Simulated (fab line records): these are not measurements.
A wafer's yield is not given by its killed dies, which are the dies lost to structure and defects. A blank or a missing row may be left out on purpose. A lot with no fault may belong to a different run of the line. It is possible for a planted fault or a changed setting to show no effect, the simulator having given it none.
Problem report in the 8D (eight disciplines) form, filled by code -- flow n5-finfet -- the parts of the form that need people (team, actions taken, sign-off) are left out

## 1. WHAT IS WRONG
Mean of killed-at-front-end at N5_PASSIVATION_PROBE_49: 1117 across 4 wafers in 3 lots; on wafers with no fault it is 37 (standard deviation 9.7). That is +99 or more standard deviations from the usual mean.
Earliest sighting: wafer L478.6 on prober-02 at day 15 13:38. The record has a number at this step for 15 wafers belonging to 7 lots. By rule, "out" or "out of limits" means more than 4 standard deviations away from the usual mean. The rest of the wafers with a number are treated as sound.

## 2. WHAT IT IS AND WHAT IT IS NOT
question,is,is not
which readings at this step,"killed-at-front-end, defect-limited-yield, killed-dies, killed-on-rim, sort_bin_5_function, sort-n-pass, sort-yield-pct","killed_at_M0_to_M3, killed_at_M4_up, killed-at-contacts, killed-at-other, killed-open, killed-short, sort_bin_4_leakage, sort_bin_6_memory"
which lots,"L478, L479, L481","L476, L485, L487, L488"
which wafers of those lots,"L478.6, L479.2, L479.6, L481.2","L478.1, L481.1"
read on which tools,"prober-01, prober-02",-
when,from day 15 13:38,"up to then (3 sound wafers); but 8 sound wafers of L481, L485, L487, L488 came after"

## 3. THE SUSPECTS, EACH WITH WHAT RULES IT OUT
Counting: any tool at a process step up to the reading remains a suspect provided it ran every lot that is out. Sound lots after the first of them don't rule it out here, since some wafers of a struck lot are sound.
- ald-sin-04 at N5_FIN_SAQP_ALD_61 (deposits SiO2, target thk 4 nm, pulse time 1 s, purge time 2 s): kept. It processed each lot that is out (first: L478, day 4 15:37); up to then, its last sound lot is L476 (day 4 02:34).
Left after counting: ald-sin-04 at N5_FIN_SAQP_ALD_61.

## 4. THE CAUSE (what the simulator had put in)
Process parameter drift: ald-sin-04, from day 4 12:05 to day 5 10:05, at N5_FIN_SAQP_ALD_61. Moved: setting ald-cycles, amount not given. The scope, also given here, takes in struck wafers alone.
Counting left only this tool.

## 5. THE CHAIN OF EFFECTS, in route order
Each row: a reading whose mean over the struck wafers that have a number lies more than 3 standard deviations from the usual. Scope: only readings with a usual standard deviation given in the record; hours: median across lots of the time from each lot's start at the first step in this table that gives one to its start at this step; sigmas: change in usual standard deviations.
hours,step,reading,usual,on struck wafers,change,sigmas
0,N5_PASSIVATION_PROBE_49,defect-limited-yield,91.5 %,0.0,-91.5,-70
0,N5_PASSIVATION_PROBE_49,killed-at-front-end,37,1117,+1080,+99 or more
0,N5_PASSIVATION_PROBE_49,killed-dies,101,1180,+1079,+72
0,N5_PASSIVATION_PROBE_49,killed-on-rim,14,152,+138,+32
0,N5_PASSIVATION_PROBE_49,sort_bin_5_function,5.0 %,96.5,+91.5,+99 or more
0,N5_PASSIVATION_PROBE_49,sort-n-pass,1079,0,-1079,-67
0,N5_PASSIVATION_PROBE_49,sort-yield-pct,91.4 %,0.0,-91.4,-65
Its process steps:
- N5_PASSIVATION_PROBE_49

## 6. WHAT WOULD HAVE CAUGHT IT SOONER
266 hours passed between the start of the fault at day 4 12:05 and the first reading out of limits in this record, taken at day 15 13:38.
No tool reading at N5_FIN_SAQP_ALD_61 that has a usual standard deviation in the record was out on any struck wafer, so an alarm limit of 4 standard deviations on those readings would not have fired.
By day 15 13:38 the whole set of lots that are out, 3 in number, had already begun N5_FIN_SAQP_ALD_61 on ald-sin-04. Holding the tool at that point would not have protected any of them.
